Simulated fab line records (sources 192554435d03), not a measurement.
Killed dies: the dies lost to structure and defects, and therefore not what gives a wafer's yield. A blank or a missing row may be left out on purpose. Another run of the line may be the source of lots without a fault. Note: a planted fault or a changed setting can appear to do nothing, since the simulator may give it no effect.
fab line records ; flow n5Finfet
[record] lots = 24; wafers = 72; lastDay = 18
route steps=1938 shown BEOL_M5@1175 BEOL_M6@1195
lots that met no fault: from a run of the same line without faults
startH: hours from the record's first day to the start of the lot's first wafer shown ; waitH: how many hours have passed since the lot's step before this one ; " as in the row above ; L1.1+2: a row that stands for several wafers ; - no value present, or no start provided ; * or withheld: withheld ; < > ~ a bound
route shown NAME@n: names a module that has steps shown in the file, with the first one's number in the route ; usual: mean/standard deviation of fault-free wafers ; same: alike in all rows ; chamber/n: place in a boat ; sites: the reading at each site ; _std_site: the values' standard deviation ; _edge_site: outer sites' mean less inner sites' ; radiusMm: how far each site lies from the wafer's centre ; mask NAME#n: copy n ; behind: tool/chamber where the wafer was last shaped ; hold: why the lot went on hold/how many hours it stayed there/how the hold came to an end ; device: which transistor (n, p or np) failed to switch ; end of line: the tests these same wafers got at the end of their route ; a step without rows: its recipe alone ; killed: not the wafer's yield, but the dies lost to structure and defects at the first sort ; map: a wafer's dies, marking killed ones x, the rest . and places with no die _
set.NAME: the run value of the setting; set.NAME@STEP: its run value at that earlier step ; model.NAME: the simulator's own value behind a step, which no gauge read
route steps across a sampled set of lots; one table per step, one row per wafer
services: from which hour (startH, from the record's first day; less than 0 if before it) a tool's chamber was out of use, for how many hours, and why
[[steps]]
[step N5_BEOL_M5_SPUTTER_48]
[recipe] material = Cu; targetThkA = 150; tempC = -20; chamberPressurePa = 0.07; powerW = withheld; timeS = 27.62
[usual] susceptorTempC = -20.01/0.1; throttleValvePct = 30.0/0.81
lot.wafer;tool;chamber;startH;waitH;susceptorTempC;throttleValvePct
L074.1;pvdSputter-01;-;187.81;0.2;-20.12;30.5
L074.4;pvdSputter-01;-;187.81;0.2;-19.91;31.1
L074.5;pvdSputter-01;-;187.81;0.2;-20.12;31.3
L075.3;pvdSputter-02;-;191.56;0.3;-19.92;29.7
L075.4;pvdSputter-02;-;191.56;0.3;-20.03;31.4
L075.6;pvdSputter-02;-;191.56;0.3;-20.11;31.3
L078.1;pvdSputter-02;-;207.48;0.1;-19.81;28.4
L078.2;pvdSputter-02;-;207.48;0.1;-20.02;28.9
L078.6;pvdSputter-02;-;207.48;0.1;-19.96;29.8
L076.2;pvdSputter-01;-;210.08;0.2;-19.92;29.9
L076.3;pvdSputter-01;-;210.08;0.2;-20.08;30.0
L076.5;pvdSputter-01;-;210.08;0.2;-20.08;29.2
L079.1;pvdSputter-01;-;214.54;0.1;-20.17;30.3
L079.2;pvdSputter-01;-;214.54;0.1;-20.00;29.2
L079.5;pvdSputter-01;-;214.54;0.1;-19.92;31.4
L077.2;pvdSputter-02;-;216.64;0.1;-19.85;29.8
L077.3;pvdSputter-02;-;216.64;0.1;-20.05;28.6
L077.5;pvdSputter-02;-;216.64;0.1;-19.97;28.8
L080.2;pvdSputter-01;-;221.13;0.1;-20.09;30.1
L080.3;pvdSputter-01;-;221.13;0.1;-20.22;29.2
L080.5;pvdSputter-01;-;221.13;0.1;-20.24;29.1
L081.2;pvdSputter-03;-;221.20;0.1;-19.90;29.6
L081.5;pvdSputter-03;-;221.20;0.1;-20.02;29.7
L081.6;pvdSputter-03;-;221.20;0.1;-19.87;29.7
L083.4;pvdSputter-03;-;238.37;0.0;-19.98;29.8
L083.5;pvdSputter-03;-;238.37;0.0;-20.00;30.8
L083.6;pvdSputter-03;-;238.37;0.0;-19.98;29.9
L082.1;pvdSputter-02;-;239.01;0.1;-19.86;28.3
L082.2;pvdSputter-02;-;239.01;0.1;-20.04;29.1
L082.3;pvdSputter-02;-;239.01;0.1;-19.99;31.1
L085.4;pvdSputter-01;-;244.64;0.1;-20.11;30.1
L085.5;pvdSputter-01;-;244.64;0.1;-20.11;28.9
L085.6;pvdSputter-01;-;244.64;0.1;-19.86;31.3
L084.2;pvdSputter-03;-;246.83;2.2;-20.19;30.5
L084.3;pvdSputter-03;-;246.83;2.2;-20.06;29.8
L084.4;pvdSputter-03;-;246.83;2.2;-20.17;30.1
L087.2;pvdSputter-02;-;263.21;0.4;-19.99;29.7
L087.3;pvdSputter-02;-;263.21;0.4;-20.07;28.6
L087.6;pvdSputter-02;-;263.21;0.4;-20.11;29.8
L086.2;pvdSputter-01;-;265.10;0.2;-20.26;30.2
L086.4;pvdSputter-01;-;265.10;0.2;-20.13;31.3
L086.5;pvdSputter-01;-;265.10;0.2;-20.12;31.2
L088.1;pvdSputter-03;-;272.64;0.1;-20.06;29.8
L088.3;pvdSputter-03;-;272.64;0.1;-20.19;30.2
L088.4;pvdSputter-03;-;272.64;0.1;-20.18;30.3
L090.3;pvdSputter-03;-;281.68;0.1;-20.01;30.5
L090.4;pvdSputter-03;-;281.68;0.1;-19.92;29.9
L090.6;pvdSputter-03;-;281.68;0.1;-20.05;29.9
L089.3;pvdSputter-02;-;287.61;0.1;-20.01;31.4
L089.4;pvdSputter-02;-;287.61;0.1;-19.97;28.8
L089.5;pvdSputter-02;-;287.61;0.1;-20.12;29.0
L092.1;pvdSputter-01;-;288.69;0.2;-20.03;29.7
L092.4;pvdSputter-01;-;288.69;0.2;-19.93;30.9
L092.6;pvdSputter-01;-;288.69;0.2;-20.05;30.2
L093.1;pvdSputter-02;-;292.04;0.2;-19.92;29.7
L093.2;pvdSputter-02;-;292.04;0.2;-19.99;28.6
L093.6;pvdSputter-02;-;292.04;0.2;-20.07;28.9
L091.2;pvdSputter-03;-;292.27;0.1;-20.07;29.9
L091.4;pvdSputter-03;-;292.27;0.1;-19.99;30.6
L091.5;pvdSputter-03;-;292.27;0.1;-20.13;29.8
L094.2;pvdSputter-01;-;295.67;0.1;-19.80;29.9
L094.3;pvdSputter-01;-;295.67;0.1;-19.95;31.2
L094.6;pvdSputter-01;-;295.67;0.1;-20.08;28.9
L095.1;pvdSputter-01;-;314.90;0.1;-20.01;30.3
L095.3;pvdSputter-01;-;314.90;0.1;-20.08;28.8
L095.5;pvdSputter-01;-;314.90;0.1;-20.19;30.0
L096.1;pvdSputter-03;-;315.13;0.1;-19.96;30.2
L096.2;pvdSputter-03;-;315.13;0.1;-20.01;30.5
L096.5;pvdSputter-03;-;315.13;0.1;-19.96;29.9
L097.1;pvdSputter-03;-;320.28;0.1;-20.05;30.5
L097.2;pvdSputter-03;-;320.28;0.1;-19.98;29.9
L097.4;pvdSputter-03;-;320.28;0.1;-19.90;30.0
[step N5_BEOL_M5_ANNEAL_84]
[recipe] tempC = 400; timeS = 1800; ambient = vacuum
[usual] heaterPowerW = 819/80; susceptorTempC = 399.96/0.23
lot.wafer;tool;chamber;startH;waitH;heaterPowerW;susceptorTempC
L074.1;pvdSputter-01;-;190.07;0.0;784;400.02
L074.4;pvdSputter-01;-;190.07;0.0;751;399.59
L074.5;pvdSputter-01;-;190.07;0.0;752;399.75
L075.3;pvdSputter-02;-;193.82;0.0;890;399.54
L075.4;pvdSputter-02;-;193.82;0.0;788;399.87
L075.6;pvdSputter-02;-;193.82;0.0;775;399.79
L078.1;pvdSputter-02;-;209.73;0.0;707;400.15
L078.2;pvdSputter-02;-;209.73;0.0;793;399.96
L078.6;pvdSputter-02;-;209.73;0.0;932;400.34
L076.2;pvdSputter-01;-;212.33;0.0;795;399.92
L076.3;pvdSputter-01;-;212.33;0.0;1015;400.24
L076.5;pvdSputter-01;-;212.33;0.0;801;400.24
L079.1;pvdSputter-01;-;216.80;0.0;762;399.78
L079.2;pvdSputter-01;-;216.80;0.0;789;399.24
L079.5;pvdSputter-01;-;216.80;0.0;738;400.09
L077.2;pvdSputter-02;-;218.90;0.0;924;399.89
L077.3;pvdSputter-02;-;218.90;0.0;709;400.56
L077.5;pvdSputter-02;-;218.90;0.0;791;400.32
L080.2;pvdSputter-01;-;223.38;0.0;1008;399.85
L080.3;pvdSputter-01;-;223.38;0.0;809;399.83
L080.5;pvdSputter-01;-;223.38;0.0;807;400.03
L081.2;pvdSputter-03;-;223.45;0.0;884;400.21
L081.5;pvdSputter-03;-;223.45;0.0;766;400.03
L081.6;pvdSputter-03;-;223.45;0.0;874;400.11
L083.4;pvdSputter-03;-;240.62;0.0;882;399.96
L083.5;pvdSputter-03;-;240.62;0.0;776;399.73
L083.6;pvdSputter-03;-;240.62;0.0;882;399.77
L082.1;pvdSputter-02;-;241.27;0.0;714;399.88
L082.2;pvdSputter-02;-;241.27;0.0;788;400.34
L082.3;pvdSputter-02;-;241.27;0.0;789;399.56
L085.4;pvdSputter-01;-;246.89;0.0;1003;399.93
L085.5;pvdSputter-01;-;246.89;0.0;806;399.83
L085.6;pvdSputter-01;-;246.89;0.0;729;399.64
L084.2;pvdSputter-03;-;249.08;0.0;799;399.69
L084.3;pvdSputter-03;-;249.08;0.0;783;399.94
L084.4;pvdSputter-03;-;249.08;0.0;875;399.92
L087.2;pvdSputter-02;-;265.46;0.0;910;399.85
L087.3;pvdSputter-02;-;265.46;0.0;715;399.43
L087.6;pvdSputter-02;-;265.46;0.0;918;400.32
L086.2;pvdSputter-01;-;267.35;0.0;784;399.81
L086.4;pvdSputter-01;-;267.35;0.0;742;400.11
L086.5;pvdSputter-01;-;267.35;0.0;765;399.85
L088.1;pvdSputter-03;-;274.89;0.0;880;399.71
L088.3;pvdSputter-03;-;274.89;0.0;880;400.00
L088.4;pvdSputter-03;-;274.89;0.0;790;400.12
L090.3;pvdSputter-03;-;283.94;0.0;791;399.67
L090.4;pvdSputter-03;-;283.94;0.0;901;400.43
L090.6;pvdSputter-03;-;283.94;0.0;766;399.66
L089.3;pvdSputter-02;-;289.86;0.0;780;399.81
L089.4;pvdSputter-02;-;289.86;0.0;720;400.04
L089.5;pvdSputter-02;-;289.86;0.0;786;400.09
L092.1;pvdSputter-01;-;290.94;0.0;1030;399.73
L092.4;pvdSputter-01;-;290.94;0.0;747;400.11
L092.6;pvdSputter-01;-;290.94;0.0;761;399.94
L093.1;pvdSputter-02;-;294.29;0.0;931;400.35
L093.2;pvdSputter-02;-;294.29;0.0;709;399.84
L093.6;pvdSputter-02;-;294.29;0.0;783;400.08
L091.2;pvdSputter-03;-;294.52;0.0;775;399.84
L091.4;pvdSputter-03;-;294.52;0.0;802;399.87
L091.5;pvdSputter-03;-;294.52;0.0;760;399.74
L094.2;pvdSputter-01;-;297.93;0.0;1045;399.96
L094.3;pvdSputter-01;-;297.93;0.0;748;399.80
L094.6;pvdSputter-01;-;297.93;0.0;791;400.06
L095.1;pvdSputter-01;-;317.15;0.0;748;400.49
L095.3;pvdSputter-01;-;317.15;0.0;802;399.73
L095.5;pvdSputter-01;-;317.15;0.0;1010;400.12
L096.1;pvdSputter-03;-;317.39;0.0;891;400.38
L096.2;pvdSputter-03;-;317.39;0.0;800;400.17
L096.5;pvdSputter-03;-;317.39;0.0;886;400.15
L097.1;pvdSputter-03;-;322.53;0.0;809;399.98
L097.2;pvdSputter-03;-;322.53;0.0;780;400.11
L097.4;pvdSputter-03;-;322.53;0.0;889;399.89
[step N5_BEOL_M6_CURE_74]
[recipe] tempC = 385; timeS = 240; ambient = He/Ar; material = SiCOH_lowk
[usual] lampPowerPct = 52.31/0.057; wafer_temp_C_max = 387.0/0.74
lot.wafer;tool;chamber;startH;waitH;lampPowerPct;wafer_temp_C_max
L074.1;uvCure-02;0;194.69;0.3;52.26;386.2
L074.4;uvCure-02;0;194.69;0.3;52.36;386.2
L074.5;uvCure-02;0;194.69;0.3;52.27;385.9
L075.3;uvCure-02;0;197.53;0.3;52.35;386.7
L075.4;uvCure-02;0;197.53;0.3;52.26;386.1
L075.6;uvCure-02;0;197.53;0.3;52.21;386.6
L078.1;uvCure-03;2;213.32;0.3;52.30;387.8
L078.2;uvCure-03;2;213.32;0.3;52.35;387.6
L078.6;uvCure-03;2;213.32;0.3;52.39;388.0
L076.2;uvCure-01;0;216.59;0.2;52.38;386.1
L076.3;uvCure-01;0;216.59;0.2;52.31;386.0
L076.5;uvCure-01;0;216.59;0.2;52.26;386.3
L079.1;uvCure-03;0;220.98;0.9;52.20;385.4
L079.2;uvCure-03;0;220.98;0.9;52.33;385.8
L079.5;uvCure-03;0;220.98;0.9;52.29;385.9
L077.2;uvCure-03;2;223.31;0.4;52.29;386.9
L077.3;uvCure-03;2;223.31;0.4;52.19;387.4
L077.5;uvCure-03;2;223.31;0.4;52.23;386.9
L080.2;uvCure-02;2;226.74;0.1;52.26;387.1
L080.3;uvCure-02;2;226.74;0.1;52.31;387.9
L080.5;uvCure-02;2;226.74;0.1;52.24;386.5
L081.2;uvCure-01;1;227.15;0.1;52.40;387.3
L081.5;uvCure-01;1;227.15;0.1;52.37;387.2
L081.6;uvCure-01;1;227.15;0.1;52.33;388.2
L083.4;uvCure-01;1;244.16;0.3;52.35;387.0
L083.5;uvCure-01;1;244.16;0.3;52.27;388.4
L083.6;uvCure-01;1;244.16;0.3;52.35;387.4
L082.1;uvCure-02;1;244.57;0.1;52.34;387.1
L082.2;uvCure-02;1;244.57;0.1;52.29;387.0
L082.3;uvCure-02;1;244.57;0.1;52.35;387.0
L085.4;uvCure-01;2;250.51;0.3;52.35;386.4
L085.5;uvCure-01;2;250.51;0.3;52.36;387.2
L085.6;uvCure-01;2;250.51;0.3;52.29;387.0
L084.2;uvCure-02;2;252.44;0.1;52.30;386.7
L084.3;uvCure-02;2;252.44;0.1;52.36;387.1
L084.4;uvCure-02;2;252.44;0.1;52.34;386.9
L087.2;uvCure-03;2;268.90;0.2;52.46;388.8
L087.3;uvCure-03;2;268.90;0.2;52.27;387.5
L087.6;uvCure-03;2;268.90;0.2;52.35;386.6
L086.2;uvCure-02;0;270.92;0.3;52.35;386.0
L086.4;uvCure-02;0;270.92;0.3;52.29;386.1
L086.5;uvCure-02;0;270.92;0.3;52.27;386.9
L088.1;uvCure-03;2;278.17;0.0;52.36;387.5
L088.3;uvCure-03;2;278.17;0.0;52.41;387.7
L088.4;uvCure-03;2;278.17;0.0;52.36;387.1
L090.3;uvCure-03;0;287.87;0.7;52.39;385.9
L090.4;uvCure-03;0;287.87;0.7;52.37;386.4
L090.6;uvCure-03;0;287.87;0.7;52.34;385.9
L089.3;uvCure-03;0;294.00;0.4;52.38;386.3
L089.4;uvCure-03;0;294.00;0.4;52.32;386.2
L089.5;uvCure-03;0;294.00;0.4;52.34;386.7
L092.1;uvCure-02;0;294.23;0.0;52.30;386.3
L092.4;uvCure-02;0;294.23;0.0;52.28;386.2
L092.6;uvCure-02;0;294.23;0.0;52.27;386.2
L093.1;uvCure-03;1;297.57;0.0;52.41;387.3
L093.2;uvCure-03;1;297.57;0.0;52.31;387.1
L093.6;uvCure-03;1;297.57;0.0;52.23;387.3
L091.2;uvCure-02;1;297.88;0.1;52.26;387.7
L091.4;uvCure-02;1;297.88;0.1;52.43;387.2
L091.5;uvCure-02;1;297.88;0.1;52.30;387.2
L094.2;uvCure-02;1;301.28;0.1;52.30;388.2
L094.3;uvCure-02;1;301.28;0.1;52.33;387.2
L094.6;uvCure-02;1;301.28;0.1;52.23;387.6
L095.1;uvCure-02;0;320.60;0.0;52.19;386.6
L095.3;uvCure-02;0;320.60;0.0;52.41;386.6
L095.5;uvCure-02;0;320.60;0.0;52.20;386.1
L096.1;uvCure-03;2;320.94;0.0;52.23;388.4
L096.2;uvCure-03;2;320.94;0.0;52.36;387.4
L096.5;uvCure-03;2;320.94;0.0;52.24;387.5
L097.1;uvCure-03;1;325.81;0.0;52.37;386.6
L097.2;uvCure-03;1;325.81;0.0;52.25;386.5
L097.4;uvCure-03;1;325.81;0.0;52.37;387.2
[step N5_BEOL_M6_THK_MEAS_01]
[recipe] reads = SiCOH_lowk_of_BEOL_M6_ILD_DEP_00
[usual] M6_ILD_THK = 155.5/2.5
lot.wafer;tool;chamber;startH;waitH;M6_ILD_THK[nm]
L074.1;filmMetro-02;-;195.20;0.4;151.5
L074.4;filmMetro-02;-;195.20;0.4;155.4
L074.5;filmMetro-02;-;195.20;0.4;152.6
L075.3;filmMetro-02;-;197.88;0.3;153.8
L075.4;filmMetro-02;-;197.88;0.3;154.8
L075.6;filmMetro-02;-;197.88;0.3;155.5
L078.1;filmMetro-01;-;214.31;0.8;151.4
L078.2;filmMetro-01;-;214.31;0.8;154.0
L078.6;filmMetro-01;-;214.31;0.8;155.1
L076.2;filmMetro-01;-;217.02;0.4;152.7
L076.3;filmMetro-01;-;217.02;0.4;152.8
L076.5;filmMetro-01;-;217.02;0.4;153.6
L079.1;filmMetro-02;-;221.97;0.8;150.2
L079.2;filmMetro-02;-;221.97;0.8;154.6
L079.5;filmMetro-02;-;221.97;0.8;156.4
L077.2;filmMetro-02;-;224.14;0.7;153.4
L077.3;filmMetro-02;-;224.14;0.7;154.8
L077.5;filmMetro-02;-;224.14;0.7;156.3
L080.2;filmMetro-02;-;227.18;0.4;157.3
L080.3;filmMetro-02;-;227.18;0.4;154.6
L080.5;filmMetro-02;-;227.18;0.4;157.0
L081.2;filmMetro-02;-;227.58;0.4;158.7
L081.5;filmMetro-02;-;227.58;0.4;161.0
L081.6;filmMetro-02;-;227.58;0.4;159.7
L083.4;filmMetro-01;-;244.43;0.2;154.3
L083.5;filmMetro-01;-;244.43;0.2;155.3
L083.6;filmMetro-01;-;244.43;0.2;156.5
L082.1;filmMetro-01;-;245.08;0.4;153.0
L082.2;filmMetro-01;-;245.08;0.4;153.1
L082.3;filmMetro-01;-;245.08;0.4;154.2
L085.4;filmMetro-02;-;250.78;0.2;155.1
L085.5;filmMetro-02;-;250.78;0.2;156.8
L085.6;filmMetro-02;-;250.78;0.2;153.7
L084.2;filmMetro-02;-;252.87;0.4;152.9
L084.3;filmMetro-02;-;252.87;0.4;153.5
L084.4;filmMetro-02;-;252.87;0.4;154.6
L087.2;filmMetro-02;-;269.74;0.7;153.4
L087.3;filmMetro-02;-;269.74;0.7;155.0
L087.6;filmMetro-02;-;269.74;0.7;155.5
L086.2;filmMetro-01;-;271.75;0.7;158.3
L086.4;filmMetro-01;-;271.75;0.7;160.0
L086.5;filmMetro-01;-;271.75;0.7;157.5
L088.1;filmMetro-01;-;279.16;0.8;157.1
L088.3;filmMetro-01;-;279.16;0.8;157.1
L088.4;filmMetro-01;-;279.16;0.8;159.3
L090.3;filmMetro-02;-;289.18;1.0;153.3
L090.4;filmMetro-02;-;289.18;1.0;153.9
L090.6;filmMetro-02;-;289.18;1.0;155.9
L089.3;filmMetro-01;-;294.68;0.5;158.5
L089.4;filmMetro-01;-;294.68;0.5;157.8
L089.5;filmMetro-01;-;294.68;0.5;156.2
L092.1;filmMetro-02;-;294.75;0.4;152.5
L092.4;filmMetro-02;-;294.75;0.4;157.5
L092.6;filmMetro-02;-;294.75;0.4;153.7
L091.2;filmMetro-02;-;298.31;0.4;157.2
L091.4;filmMetro-02;-;298.31;0.4;159.6
L091.5;filmMetro-02;-;298.31;0.4;161.6
L093.1;filmMetro-02;-;298.56;0.8;158.5
L093.2;filmMetro-02;-;298.56;0.8;155.8
L093.6;filmMetro-02;-;298.56;0.8;159.7
L094.2;filmMetro-01;-;301.72;0.4;156.3
L094.3;filmMetro-01;-;301.72;0.4;158.0
L094.6;filmMetro-01;-;301.72;0.4;159.3
L095.1;filmMetro-02;-;321.12;0.4;153.6
L095.3;filmMetro-02;-;321.12;0.4;153.5
L095.5;filmMetro-02;-;321.12;0.4;154.0
L096.1;filmMetro-02;-;321.94;0.8;154.4
L096.2;filmMetro-02;-;321.94;0.8;152.9
L096.5;filmMetro-02;-;321.94;0.8;155.3
L097.1;filmMetro-02;-;326.80;0.8;153.6
L097.2;filmMetro-02;-;326.80;0.8;154.2
L097.4;filmMetro-02;-;326.80;0.8;156.7
[step N5_BEOL_M6_CD_MEAS_28]
[recipe] targetCdNm = 40; landingEnergyEv = 500; detector = seInlens
[usual] cdNm = 39.99/0.23
lot.wafer;tool;chamber;startH;waitH;cdNm
L074.1;cdSem-01;0;199.21;-;39.70
L074.4;cdSem-01;0;199.21;-;40.04
L074.5;cdSem-01;0;199.21;-;39.74
L075.3;cdSem-03;0;203.63;-;39.89
L075.4;cdSem-03;0;203.63;-;40.32
L075.6;cdSem-03;0;203.63;-;39.98
L078.1;cdSem-01;0;218.37;-;40.18
L078.2;cdSem-01;0;218.37;-;39.92
L078.6;cdSem-01;0;218.37;-;40.32
L076.2;cdSem-01;0;220.64;-;40.00
L076.3;cdSem-01;0;220.64;-;39.95
L076.5;cdSem-01;0;220.64;-;40.30
L079.1;cdSem-03;0;228.58;-;39.87
L079.2;cdSem-03;0;228.58;-;39.75
L079.5;cdSem-03;0;228.58;-;39.56
L077.2;cdSem-03;0;228.68;-;39.90
L077.3;cdSem-03;0;228.68;-;39.80
L077.5;cdSem-03;0;228.68;-;39.76
L080.2;cdSem-02;0;230.73;-;39.95
L080.3;cdSem-02;0;230.73;-;40.16
L080.5;cdSem-02;0;230.73;-;40.39
L081.2;cdSem-03;0;232.45;-;40.56
L081.5;cdSem-03;0;232.45;-;40.26
L081.6;cdSem-03;0;232.45;-;40.06
L083.4;cdSem-01;0;248.27;-;40.33
L083.5;cdSem-01;0;248.27;-;39.81
L083.6;cdSem-01;0;248.27;-;39.92
L082.1;cdSem-02;0;251.35;-;40.11
L082.2;cdSem-02;0;251.35;-;40.29
L082.3;cdSem-02;0;251.35;-;40.04
L085.4;cdSem-02;0;254.58;-;39.68
L085.5;cdSem-02;0;254.58;-;39.66
L085.6;cdSem-02;0;254.58;-;40.11
L084.2;cdSem-01;0;254.79;-;39.53
L084.3;cdSem-01;0;254.79;-;39.73
L084.4;cdSem-01;0;254.79;-;40.46
L087.2;cdSem-02;0;272.10;-;39.90
L087.3;cdSem-02;0;272.10;-;39.92
L087.6;cdSem-02;0;272.10;-;39.86
L086.2;cdSem-02;0;275.60;-;39.84
L086.4;cdSem-02;0;275.60;-;39.74
L086.5;cdSem-02;0;275.60;-;40.27
L088.1;cdSem-03;0;281.74;-;39.96
L088.3;cdSem-03;0;281.74;-;39.95
L088.4;cdSem-03;0;281.74;-;39.99
L090.3;cdSem-03;0;292.26;-;39.84
L090.4;cdSem-03;0;292.26;-;39.87
L090.6;cdSem-03;0;292.26;-;39.90
L089.3;cdSem-02;0;298.20;-;40.14
L089.4;cdSem-02;0;298.20;-;39.97
L089.5;cdSem-02;0;298.20;-;39.93
L092.1;cdSem-02;0;299.56;-;39.73
L092.4;cdSem-02;0;299.56;-;39.64
L092.6;cdSem-02;0;299.56;-;39.69
L091.2;cdSem-02;0;299.95;-;40.05
L091.4;cdSem-02;0;299.95;-;40.42
L091.5;cdSem-02;0;299.95;-;40.32
L093.1;cdSem-03;0;301.80;-;39.86
L093.2;cdSem-03;0;301.80;-;40.06
L093.6;cdSem-03;0;301.80;-;39.75
L094.2;cdSem-03;0;304.49;-;40.09
L094.3;cdSem-03;0;304.49;-;39.97
L094.6;cdSem-03;0;304.49;-;39.70
L096.1;cdSem-03;0;325.72;-;40.03
L096.2;cdSem-03;0;325.72;-;40.36
L096.5;cdSem-03;0;325.72;-;40.28
L095.1;cdSem-02;0;325.92;-;40.30
L095.3;cdSem-02;0;325.92;-;39.79
L095.5;cdSem-02;0;325.92;-;39.72
L097.1;cdSem-02;0;330.10;-;39.59
L097.2;cdSem-02;0;330.10;-;39.78
L097.4;cdSem-02;0;330.10;-;40.04
[step N5_BEOL_M6_OVL_MEAS_29]
[recipe] pointsPerWafer = 522
[usual] V5_OVL = -0.7/0.66
lot.wafer;tool;chamber;startH;waitH;V5_OVL[nm]
L074.1;overlay-02;0;199.24;0.0;-1.2
L074.4;overlay-02;0;199.24;0.0;0.6
L074.5;overlay-02;0;199.24;0.0;-1.1
L075.3;overlay-01;0;203.67;0.0;-0.8
L075.4;overlay-01;0;203.67;0.0;-0.5
L075.6;overlay-01;0;203.67;0.0;-0.7
L078.1;overlay-02;0;218.40;0.0;-0.2
L078.2;overlay-02;0;218.40;0.0;-1.2
L078.6;overlay-02;0;218.40;0.0;-1.7
L076.2;overlay-01;0;220.68;0.0;-0.6
L076.3;overlay-01;0;220.68;0.0;-2.0
L076.5;overlay-01;0;220.68;0.0;-1.3
L079.1;overlay-01;0;228.61;0.0;0.0
L079.2;overlay-01;0;228.61;0.0;-0.6
L079.5;overlay-01;0;228.61;0.0;-0.2
L077.2;overlay-01;0;228.71;0.0;0.1
L077.3;overlay-01;0;228.71;0.0;-1.1
L077.5;overlay-01;0;228.71;0.0;-1.9
L080.2;overlay-02;0;230.76;0.0;0.0
L080.3;overlay-02;0;230.76;0.0;-1.0
L080.5;overlay-02;0;230.76;0.0;-0.8
L081.2;overlay-01;0;232.49;0.0;-1.9
L081.5;overlay-01;0;232.49;0.0;-0.6
L081.6;overlay-01;0;232.49;0.0;-0.6
L083.4;overlay-01;0;248.32;0.0;-1.5
L083.5;overlay-01;0;248.32;0.0;-0.7
L083.6;overlay-01;0;248.32;0.0;-0.6
L082.1;overlay-02;0;251.38;0.0;-2.0
L082.2;overlay-02;0;251.38;0.0;-1.0
L082.3;overlay-02;0;251.38;0.0;-1.6
L085.4;overlay-02;0;254.62;0.0;-0.4
L085.5;overlay-02;0;254.62;0.0;-0.5
L085.6;overlay-02;0;254.62;0.0;0.0
L084.2;overlay-02;0;254.83;0.0;0.8
L084.3;overlay-02;0;254.83;0.0;-0.9
L084.4;overlay-02;0;254.83;0.0;-0.3
L087.2;overlay-02;0;272.14;0.0;-1.6
L087.3;overlay-02;0;272.14;0.0;-0.2
L087.6;overlay-02;0;272.14;0.0;-1.0
L086.2;overlay-02;0;275.63;0.0;-1.8
L086.4;overlay-02;0;275.63;0.0;-1.5
L086.5;overlay-02;0;275.63;0.0;0.3
L088.1;overlay-02;0;281.77;0.0;-0.9
L088.3;overlay-02;0;281.77;0.0;-0.5
L088.4;overlay-02;0;281.77;0.0;-1.2
L090.3;overlay-01;0;292.30;0.0;-0.2
L090.4;overlay-01;0;292.30;0.0;-0.7
L090.6;overlay-01;0;292.30;0.0;-1.4
L089.3;overlay-02;0;298.24;0.0;-0.8
L089.4;overlay-02;0;298.24;0.0;-0.5
L089.5;overlay-02;0;298.24;0.0;-0.4
L092.1;overlay-01;0;299.59;0.0;-1.1
L092.4;overlay-01;0;299.59;0.0;-0.1
L092.6;overlay-01;0;299.59;0.0;-1.4
L091.2;overlay-02;0;299.99;0.0;-0.3
L091.4;overlay-02;0;299.99;0.0;-0.8
L091.5;overlay-02;0;299.99;0.0;-1.5
L093.1;overlay-01;0;301.83;0.0;-0.4
L093.2;overlay-01;0;301.83;0.0;0.0
L093.6;overlay-01;0;301.83;0.0;-0.5
L094.2;overlay-02;0;304.53;0.0;-1.4
L094.3;overlay-02;0;304.53;0.0;-1.7
L094.6;overlay-02;0;304.53;0.0;-0.1
L096.1;overlay-01;0;325.75;0.0;-1.1
L096.2;overlay-01;0;325.75;0.0;-0.6
L096.5;overlay-01;0;325.75;0.0;-1.8
L095.1;overlay-01;0;325.95;0.0;-1.5
L095.3;overlay-01;0;325.95;0.0;-0.8
L095.5;overlay-01;0;325.95;0.0;-0.4
L097.1;overlay-01;0;330.13;0.0;0.5
L097.2;overlay-01;0;330.13;0.0;-1.1
L097.4;overlay-01;0;330.13;0.0;-1.4
[[services]]
tool;chamber;startH;hours;kind
uvCure-01;-;201.18;7.5;pm
uvCure-02;-;211.34;5.0;pm
uvCure-02;-;216.34;7.5;pm
uvCure-02;-;228.90;3.4;pm
uvCure-02;-;233.65;6.0;pm
uvCure-03;-;265.82;1.0;pm
uvCure-02;-;272.40;7.0;repair
[[key]]
fault none
